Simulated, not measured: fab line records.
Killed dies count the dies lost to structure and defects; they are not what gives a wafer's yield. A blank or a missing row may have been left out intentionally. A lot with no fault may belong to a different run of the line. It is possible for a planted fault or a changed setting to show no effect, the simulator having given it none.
fab line records | flow n5Finfet
record lots=7 | wafers=19 | lastDay=17
route steps=1938 shown BEOL_M6@1239
lots untouched by any fault: they come from a run of this same line in which no faults occurred
startH: hours from the record's first day to the start of the lot's first wafer shown | waitH: time in hours since the lot's previous step | " the same as in the row above | L1.1+2: several wafers, shown together as one row | - no value, or no start was given | * or withheld: withheld | < > ~ a bound
route shown NAME@n: NAME is a module with steps in the file, n the number in the route of the first one | usual: average and standard deviation across the fault-free wafers | same: alike in all rows | chamber/n: place in a boat | sites: per-site readings | _std_site: how widely they spread, as a standard deviation | _edge_site: outer sites' mean less inner sites' | radiusMm: for every site, how far away it sits from the centre of the wafer | mask NAME#n: copy n | behind: the tool/chamber that last shaped the wafer | hold: cause of the lot's hold/its duration in hours/its outcome | device: the n, p or np transistor that did not switch | end of line: tests of these same wafers at the route's end | a step given without rows: its recipe and nothing more | killed: not the wafer's yield, but the dies lost to structure and defects at the first sort | map: dies across one wafer; x = killed, . = not, _ = none there
set.NAME: the setting the step ran with; set.NAME@STEP: the setting that earlier step ran with | model.NAME: the simulator's own value behind a step, which no gauge read
a table for each step, a row for each wafer; lots at some steps of the route
services: a tool's chamber out of use, with start hour (startH, from the record's first day; less than 0 if before it), hours out, and reason
## steps
# step N5_BEOL_M6_TRENCH_ETCH_37
# recipe chemistry=C4F6/O2 | targetDepthA=944.35 | target=SiCOH_lowk | timeS=31.5 | ionEnergyEv=250 | pressureMtorr=30 | sourceW=345 | biasW=185 | Ar_flow_sccm=300 | C4F6_flow_sccm=10 | O2_flow_sccm=10
# usual drypumpMotorCurrentA=5.7/0.38 | oesProductAu=0.79/0.096 | rfVppV=673/16 | showerheadPlenumPTorr=2.87/0.09 | throttleValvePct=20.93/0.24
lot.wafer | tool       | chamber | startH | waitH | drypumpMotorCurrentA | oesProductAu | rfHoursCounterH | rfVppV | showerheadPlenumPTorr | throttleValvePct
L137.3    | rieDiel-05 | 2       | -      | -     | 5.2                  | 0.71         | 220             | 692    | 2.93                  | 21.25
L137.4    | "          | 2       | "      | "     | 5.2                  | 0.71         | -               | 693    | 2.93                  | 21.25
L137.6    | "          | 0       | "      | "     | 5.4                  | 0.76         | -               | 678    | 2.93                  | 21.24
L146.1    | rieDiel-05 | 1       | -      | -     | 5.6                  | 0.71         | 215             | 691    | 2.90                  | 20.86
L146.2    | "          | 3       | "      | "     | 6.5                  | 0.96         | 15              | 684    | 3.06                  | 20.90
L146.6    | "          | 3       | "      | "     | 6.5                  | 0.95         | -               | 685    | 3.06                  | 20.92
L148.3    | rieDiel-01 | 0       | -      | -     | 5.9                  | 0.86         | 42              | 653    | 2.79                  | 20.86
L148.4    | "          | 3       | "      | "     | 5.5                  | 0.68         | 246             | 648    | 2.83                  | 21.37
L148.5    | "          | 0       | "      | "     | 5.9                  | 0.87         | -               | 653    | 2.79                  | 20.87
L149.4    | rieDiel-03 | 1       | -      | -     | 5.6                  | 0.80         | 93              | 676    | 2.85                  | 20.70
L149.5    | "          | 3       | "      | "     | 5.6                  | 0.77         | -               | 639    | 2.71                  | 20.44
L151.5    | rieDiel-01 | 1       | -      | -     | 5.8                  | 0.67         | -               | 672    | 2.80                  | 20.62
L151.6    | "          | 0       | "      | "     | 5.9                  | 0.85         | -               | 654    | 2.79                  | 20.89
L157.2    | rieDiel-01 | 0       | -      | -     | 5.9                  | 0.83         | 66              | 654    | 2.78                  | 20.89
L157.3    | "          | 2       | "      | "     | 5.7                  | 0.86         | 40              | 654    | 2.77                  | 20.98
L157.4    | "          | 2       | "      | "     | 5.7                  | 0.86         | -               | 652    | 2.77                  | 20.97
L158.2    | rieDiel-05 | 1       | -      | -     | 5.6                  | 0.69         | 242             | 691    | 2.89                  | 20.91
L158.5    | "          | 1       | "      | "     | 5.6                  | 0.69         | -               | 693    | 2.89                  | 20.90
L158.6    | "          | 2       | "      | "     | 5.2                  | 0.96         | -               | 691    | 2.91                  | 21.01
# step N5_BEOL_M6_ETCH_41
# recipe chemistry=CH3F/O2 | target=SiCN | targetDepthA=297 | taperDeg=2 | timeS=52 | ionEnergyEv=120 | maskMaterial=TiN | pressureMtorr=30 | sourceW=395 | biasW=75 | Ar_flow_sccm=150 | CH3F_flow_sccm=30 | O2_flow_sccm=20
# step N5_BEOL_M6_STRIP_80
# recipe chemistry=N2/H2 | timeS=10 | powerW=450 | tempC=40 | pressureMtorr=20 | rfFrequencyHz=6e+07 | biasPowerW=7 | n2FlowSccm=200 | h2FlowSccm=200
# step N5_BEOL_M6_OCD_MEAS_38
# usual trenchDepthNm=93.9/2.1
lot.wafer | tool   | chamber | startH | waitH | trenchDepthNm
L137.3    | ocd-01 | -       | 196.25 | -     | 92.3
L137.4    | "      | -       | "      | "     | 92.1
L137.6    | "      | -       | "      | "     | 96.3
L146.1    | ocd-01 | -       | 250.88 | -     | 90.7
L146.2    | "      | -       | "      | "     | 97.4
L146.6    | "      | -       | "      | "     | 97.4
L148.3    | ocd-02 | -       | 262.40 | -     | 94.4
L148.4    | "      | -       | "      | "     | 93.7
L148.5    | "      | -       | "      | "     | 94.7
L149.4    | ocd-02 | -       | 265.69 | -     | 93.7
L149.5    | "      | -       | "      | "     | 96.0
L151.5    | ocd-01 | -       | 290.85 | -     | 92.5
L151.6    | "      | -       | "      | "     | 94.9
L157.2    | ocd-02 | -       | 313.70 | -     | 94.1
L157.3    | "      | -       | "      | "     | 94.2
L157.4    | "      | -       | "      | "     | 95.4
L158.2    | ocd-02 | -       | 317.76 | -     | 90.5
L158.5    | "      | -       | "      | "     | 90.1
L158.6    | "      | -       | "      | "     | 91.5
# step N5_BEOL_M6_HM_STRIP_39
# recipe chemistry=peroxideTinStrip | material=TiN | targetDepthA=250 | tempC=50 | timeS=158
# step N5_BEOL_M6_SRD_40
# recipe timeS=30 | tempC=23 | rinseLiquid=diw | dry=ipaMarangoni
# step N5_BEOL_M6_PRECLEAN_42
# recipe chemistry=residueRemover | timeS=60 | tempC=40
# step N5_BEOL_M6_SRD_43
# recipe timeS=30 | tempC=23 | rinseLiquid=diw | dry=ipaMarangoni
# step N5_BEOL_M6_CD_MEAS_35
# recipe targetCdNm=40 | targetCdYNm=28 | polarity=opening
# usual cdNm=39.8/0.54
lot.wafer | tool     | chamber | startH | waitH | cdNm
L137.3    | cdSem-03 | -       | 196.50 | 0.0   | 39.6
L137.4    | "        | -       | "      | "     | 39.8
L137.6    | "        | -       | "      | "     | 39.8
L146.1    | cdSem-01 | -       | 251.03 | 0.0   | 40.4
L146.2    | "        | -       | "      | "     | 39.3
L146.6    | "        | -       | "      | "     | 40.1
L148.3    | cdSem-01 | -       | 262.55 | 0.0   | 40.3
L148.4    | "        | -       | "      | "     | 40.1
L148.5    | "        | -       | "      | "     | 40.2
L149.4    | cdSem-01 | -       | 265.84 | 0.0   | 39.3
L149.5    | "        | -       | "      | "     | 39.8
L151.5    | cdSem-02 | -       | 291.00 | 0.0   | 39.5
L151.6    | "        | -       | "      | "     | 39.8
L157.2    | cdSem-01 | -       | 313.85 | 0.0   | 40.4
L157.3    | "        | -       | "      | "     | 39.8
L157.4    | "        | -       | "      | "     | 39.9
L158.2    | cdSem-02 | -       | 317.91 | 0.0   | 39.9
L158.5    | "        | -       | "      | "     | 39.7
L158.6    | "        | -       | "      | "     | 39.4
# step N5_BEOL_M6_CURE_75
# recipe tempC=370 | timeS=120 | ambient=DMADMS/He | material=SiCOH_lowk
# usual lampPowerPct=52.31/0.054 | wafer_temp_C_max=371.7/0.75
lot.wafer | tool      | chamber | startH | waitH | lampPowerPct | wafer_temp_C_max
L137.3    | uvCure-03 | 2       | 196.64 | 0.1   | 52.31        | 370.5
L137.4    | "         | 2       | "      | "     | 52.24        | 370.7
L137.6    | "         | 2       | "      | "     | 52.23        | 370.7
L146.1    | uvCure-02 | 2       | 251.11 | 0.1   | 52.23        | 371.2
L146.2    | "         | 2       | "      | "     | 52.36        | 371.4
L146.6    | "         | 2       | "      | "     | 52.37        | 371.1
L148.3    | uvCure-01 | 0       | 262.70 | 0.1   | 52.26        | 371.0
L148.4    | "         | 0       | "      | "     | 52.28        | 371.1
L148.5    | "         | 0       | "      | "     | 52.19        | 370.8
L149.4    | uvCure-03 | 1       | 266.03 | 0.2   | 52.31        | 372.6
L149.5    | "         | 1       | "      | "     | 52.33        | 372.4
L151.5    | uvCure-03 | 1       | 291.24 | 0.2   | 52.38        | 372.4
L151.6    | "         | 1       | "      | "     | 52.35        | 372.4
L157.2    | uvCure-03 | 0       | 313.94 | 0.1   | 52.39        | 371.2
L157.3    | "         | 0       | "      | "     | 52.35        | 372.3
L157.4    | "         | 0       | "      | "     | 52.40        | 372.0
L158.2    | uvCure-01 | 1       | 318.00 | 0.1   | 52.38        | 372.3
L158.5    | "         | 1       | "      | "     | 52.33        | 372.5
L158.6    | "         | 1       | "      | "     | 52.31        | 371.8
# step N5_BEOL_M6_DEGAS_44
# recipe ambient=vacuum | tempC=250 | timeS=60
# usual heaterPowerW=344/33
lot.wafer | tool          | chamber | startH | waitH | heaterPowerW
L137.3    | pvdSputter-03 | -       | 197.03 | 0.3   | 362
L137.4    | "             | -       | "      | "     | 360
L137.6    | "             | -       | "      | "     | 321
L146.1    | pvdSputter-03 | -       | 253.33 | 2.2   | 363
L146.2    | "             | -       | "      | "     | 331
L146.6    | "             | -       | "      | "     | 378
L148.3    | pvdSputter-02 | -       | 262.95 | 0.2   | 393
L148.4    | "             | -       | "      | "     | 316
L148.5    | "             | -       | "      | "     | 309
L149.4    | pvdSputter-03 | -       | 266.57 | 0.5   | 375
L149.5    | "             | -       | "      | "     | 326
L151.5    | pvdSputter-02 | -       | 291.56 | 0.3   | 397
L151.6    | "             | -       | "      | "     | 318
L157.2    | pvdSputter-03 | -       | 314.27 | 0.3   | 363
L157.3    | "             | -       | "      | "     | 332
L157.4    | "             | -       | "      | "     | 331
L158.2    | pvdSputter-03 | -       | 318.33 | 0.3   | 330
L158.5    | "             | -       | "      | "     | 335
L158.6    | "             | -       | "      | "     | 341
# step N5_BEOL_M6_PRE_CLEAN_45
# recipe gas=H2/He | timeS=30 | tempC=250
# usual heaterPowerW=344/34
lot.wafer | tool          | chamber | startH | waitH | heaterPowerW
L137.3    | pvdSputter-03 | -       | 197.07 | 0.0   | 364
L137.4    | "             | -       | "      | "     | 362
L137.6    | "             | -       | "      | "     | 336
L146.1    | pvdSputter-03 | -       | 253.37 | 0.0   | 359
L146.2    | "             | -       | "      | "     | 325
L146.6    | "             | -       | "      | "     | 359
L148.3    | pvdSputter-02 | -       | 262.99 | 0.0   | 414
L148.4    | "             | -       | "      | "     | 314
L148.5    | "             | -       | "      | "     | 310
L149.4    | pvdSputter-03 | -       | 266.61 | 0.0   | 372
L149.5    | "             | -       | "      | "     | 322
L151.5    | pvdSputter-02 | -       | 291.60 | 0.0   | 398
L151.6    | "             | -       | "      | "     | 312
L157.2    | pvdSputter-03 | -       | 314.31 | 0.0   | 366
L157.3    | "             | -       | "      | "     | 333
L157.4    | "             | -       | "      | "     | 326
L158.2    | pvdSputter-03 | -       | 318.37 | 0.0   | 333
L158.5    | "             | -       | "      | "     | 326
L158.6    | "             | -       | "      | "     | 334
# step N5_BEOL_M6_ALD_77
# recipe material=TaN | targetThkA=20 | tempC=275 | aldPrecursorFamily=PDMAT | aldCoReactant=NH3 | pressureTorr=3 | carrierFlowSccm=1500 | pulseTimeS=2 | purgeTimeS=3 | coReactantPurgeTimeS=2 | coReactantPulseTimeS=3 | aldCycles=40 | precursorVesselTempC=75 | precursorVesselPressureTorr=26.25 | precursorVesselCarrierSccm=1000
# usual aldCycles=40/0 | heaterPowerW=411/43
# same pulseTimeS=2 | purgeTimeS=3
lot.wafer | tool        | chamber | startH | waitH | aldCycles | heaterPowerW | sinceWetCleanH | model.TaN_of_BEOL_M6_ALD_77.thkNm
L137.3    | aldMetal-03 | 0       | 197.15 | 0.1   | 40        | 499          | 1398           | 2
L137.4    | "           | 2       | "      | "     | 40        | 451          | 1398           | 2
L137.6    | "           | 1       | "      | "     | 40        | 454          | -              | 2
L146.1    | aldMetal-04 | 1       | 253.43 | 0.0   | 40        | 397          | 4532           | 2
L146.2    | "           | 3       | "      | "     | 40        | 378          | 4532           | 2
L146.6    | "           | 2       | "      | "     | 40        | 419          | -              | 2
L148.3    | aldMetal-04 | 1       | 263.06 | 0.1   | 40        | 399          | 4541           | 2
L148.4    | "           | 0       | "      | "     | 40        | 430          | 4541           | 2
L148.5    | "           | 2       | "      | "     | 53        | 417          | -              | 2.6
L149.4    | aldMetal-04 | 2       | 266.67 | 0.0   | 40        | 425          | 4545           | 2
L149.5    | "           | 0       | "      | "     | 53        | 429          | -              | 2.6
L151.5    | aldMetal-04 | 3       | 291.77 | 0.2   | 53        | 372          | -              | 2.6
L151.6    | "           | 2       | "      | "     | 40        | 425          | -              | 2
L157.2    | aldMetal-03 | 1       | 314.60 | 0.3   | 40        | 437          | 1516           | 2
L157.3    | "           | 0       | "      | "     | 40        | 495          | 1516           | 2
L157.4    | "           | 2       | "      | "     | 40        | 451          | 1516           | 2
L158.2    | aldMetal-03 | 1       | 318.43 | 0.0   | 40        | 442          | 1520           | 2
L158.5    | "           | 0       | "      | "     | 40        | 496          | -              | 2
L158.6    | "           | 3       | "      | "     | 40        | 425          | -              | 2
# step N5_BEOL_M6_SURFACE_TREAT_79
# recipe gas=Ar | timeS=* | ionEnergyEv=* | ionCurrentMaCm2=0.5 | pressureMtorr=* | arFlowSccm=30
# usual throttleValvePct=*
lot.wafer | tool          | chamber | startH | waitH | throttleValvePct
L137.3    | pvdSputter-03 | -       | 197.51 | 0.2   | *
L137.4    | "             | -       | "      | "     | *
L137.6    | "             | -       | "      | "     | *
L146.1    | pvdSputter-03 | -       | 253.73 | 0.2   | *
L146.2    | "             | -       | "      | "     | *
L146.6    | "             | -       | "      | "     | *
L148.3    | pvdSputter-02 | -       | 263.35 | 0.2   | *
L148.4    | "             | -       | "      | "     | *
L148.5    | "             | -       | "      | "     | *
L149.4    | pvdSputter-02 | -       | 266.97 | 0.2   | *
L149.5    | "             | -       | "      | "     | *
L151.5    | pvdSputter-02 | -       | 292.18 | 0.3   | *
L151.6    | "             | -       | "      | "     | *
L157.2    | pvdSputter-01 | -       | 316.45 | 1.7   | *
L157.3    | "             | -       | "      | "     | *
L157.4    | "             | -       | "      | "     | *
L158.2    | pvdSputter-02 | -       | 318.78 | 0.2   | *
L158.5    | "             | -       | "      | "     | *
L158.6    | "             | -       | "      | "     | *
## services
tool          | chamber | startH | hours | kind
pvdSputter-01 | -       | 175.05 | 0.9   | repair
rieDiel-01    | -       | 179.88 | 15.6  | pm
rieDiel-05    | 3       | 180.98 | -     | clean
rieDiel-05    | 3       | 180.98 | -     | consumableReplace:focusRing
rieDiel-05    | 3       | 180.98 | -     | consumableReplace:showerhead
rieDiel-05    | 3       | 180.98 | 20.5  | scheduledDown
rieDiel-05    | 3       | 180.98 | 20.5  | ventCycle
aldMetal-04   | 1       | 194.18 | 6.9   | repair
rieDiel-01    | -       | 198.29 | 0.4   | repair
uvCure-01     | -       | 226.08 | 0.4   | repair
rieDiel-01    | 0       | 243.88 | 4.7   | repair
aldMetal-04   | -       | 250.67 | 0.6   | repair
rieDiel-01    | -       | 251.62 | 1.0   | repair
uvCure-01     | -       | 282.71 | 22.2  | repair
rieDiel-05    | 2       | 283.91 | -     | clean
rieDiel-05    | 2       | 283.91 | -     | consumableReplace:focusRing
rieDiel-05    | 2       | 283.91 | 21.9  | scheduledDown
rieDiel-05    | 2       | 283.91 | 21.9  | ventCycle
aldMetal-04   | 3       | 290.06 | 1.5   | repair
aldMetal-03   | 3       | 296.05 | 1.6   | repair
rieDiel-03    | -       | 296.94 | 2.7   | repair
aldMetal-03   | 1       | 297.75 | 5.9   | repair
rieDiel-03    | -       | 300.72 | 0.3   | repair
rieDiel-01    | 1       | 309.69 | 18.4  | repair
## key
firstSign step=N5_BEOL_M6_ALD_77 | reading=aldCycles | direction=up | sigmas=99+ | usual=* | struck=*
effect none on later readings
modelEffect step=N5_BEOL_M6_ALD_77 | value=TaN_of_BEOL_M6_ALD_77.thkNm | without=2 | struck=2.6
metAt N5_BEOL_M6_ALD_77
struckWafers L148.5,L149.5,L151.5
onsetBetween 253.43 263.06
fault kind=processParameterDrift | tool=aldMetal-04 | chamber=- | onsetH=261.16 | steps=N5_BEOL_M6_ALD_77 | channel=aldCycles | offset=* | shape=step | endH=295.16 | scope=struckWafersOnly | actsIn=* | stated=*
